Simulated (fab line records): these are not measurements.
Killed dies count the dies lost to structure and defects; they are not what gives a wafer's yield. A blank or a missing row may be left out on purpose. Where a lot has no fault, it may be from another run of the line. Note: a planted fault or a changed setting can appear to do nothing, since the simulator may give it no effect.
Which of the tools did it? -- flow n5_finfet -- 12 lots, 35 wafers sampled, at 2 steps of a route of 1938

WHAT THE GAUGES SHOWED, per wafer
N5_PASSIVATION_CD_MEAS_10: the cd target is 3000 nm. Usual: cd_nm at 3002 nm, with a standard deviation of 3.
lot,measured,on,cd_nm (nm),flag
L420,day 12 11:55,cd_sem-01,3004 3006 3001,
L421,day 12 22:06,cd_sem-02,3000 3004 2999,
L422,day 13 14:21,cd_sem-02,3000 3000 2997,
L424,day 13 14:55,cd_sem-02,3005 3003 3002,
L423,day 14 06:26,cd_sem-01,3001 3001,
L427,day 14 02:42,cd_sem-02,3002 3005 3008,
L431,day 15 02:08,cd_sem-02,3005 2998 3003,
L432,day 15 09:07,cd_sem-02,3000 3002 3003,
L433,day 15 06:44,cd_sem-03,3005 3000 3003,
L436,day 17 00:53,cd_sem-03,3004 3003 3006,
L442,day 18 16:13,cd_sem-03,3001 3003 3000,
L443,day 18 06:14,cd_sem-01,3008 3001 3004,

WHAT TOOL EACH LOT RAN ON (gives the tool, then ch and the chambers of the sampled wafers, and finally the start)
lot,N5_MOL_CONTACT_COAG_STRIP_49
L420,"plasma_asher-01 ch 0,1, day 5 06:45"
L421,"plasma_asher-01 ch 0,1, day 5 11:36"
L422,"plasma_asher-01 ch 0, day 6 03:10"
L424,"plasma_asher-02 ch 0,1, day 6 06:10"
L423,"plasma_asher-02 ch 0,1, day 6 06:35"
L427,"plasma_asher-02 ch 0,1, day 6 22:04"
L431,"plasma_asher-02 ch 0,1, day 8 00:49"
L432,"plasma_asher-02 ch 0,1, day 8 10:17"
L433,"plasma_asher-02 ch 0,1, day 8 10:49"
L436,"plasma_asher-01 ch 0,1, day 9 06:40"
L442,"plasma_asher-01 ch 0,1, day 10 19:53"
L443,"plasma_asher-01 ch 0,1, day 11 01:09"
- N5_MOL_CONTACT_COAG_STRIP_49: strips in N2/H2, time 30 s.

AS READ BY THE TOOLS THEMSELVES (means over the sampled wafers that have a number; for cases with no such wafer, the mark the record gives instead)
N5_MOL_CONTACT_COAG_STRIP_49. Usual: drypump_motor_current_A 5.7 A, standard deviation 0.41; heater_power_w 358 W, standard deviation 24.
lot,tool,drypump_motor_current_A (A),heater_power_w (W),flag
L420,plasma_asher-01,6.0,379,
L421,plasma_asher-01,5.7,364,
L422,plasma_asher-01,5.5,358,
L424,plasma_asher-02,5.5,335,
L423,plasma_asher-02,5.4,348,
L427,plasma_asher-02,5.6,332,
L431,plasma_asher-02,5.5,334,
L432,plasma_asher-02,5.6,338,
L433,plasma_asher-02,5.5,337,
L436,plasma_asher-01,5.9,381,
L442,plasma_asher-01,6.0,378,
L443,plasma_asher-01,5.7,357,

THE ANSWER, worked out from the rows above alone
Rule: take the mean of a lot's wafers that have a number; if it is more than 3 standard deviations from the usual mean, the lot is off. A lot without any number at a reading at which 4 lots or more have one is off too. Where the step has rows for the other lots, those lots are counted as sound. First the gauges in route order, then the tools' own readings, where a lot's mean is used as printed above. The first step at which some lot is off is used, and at that step the reading that is off furthest; a lot without a number counts as furthest.
No lot is off at any reading shown: from this, nothing can be told.

WHAT THE SIMULATOR PUT IN
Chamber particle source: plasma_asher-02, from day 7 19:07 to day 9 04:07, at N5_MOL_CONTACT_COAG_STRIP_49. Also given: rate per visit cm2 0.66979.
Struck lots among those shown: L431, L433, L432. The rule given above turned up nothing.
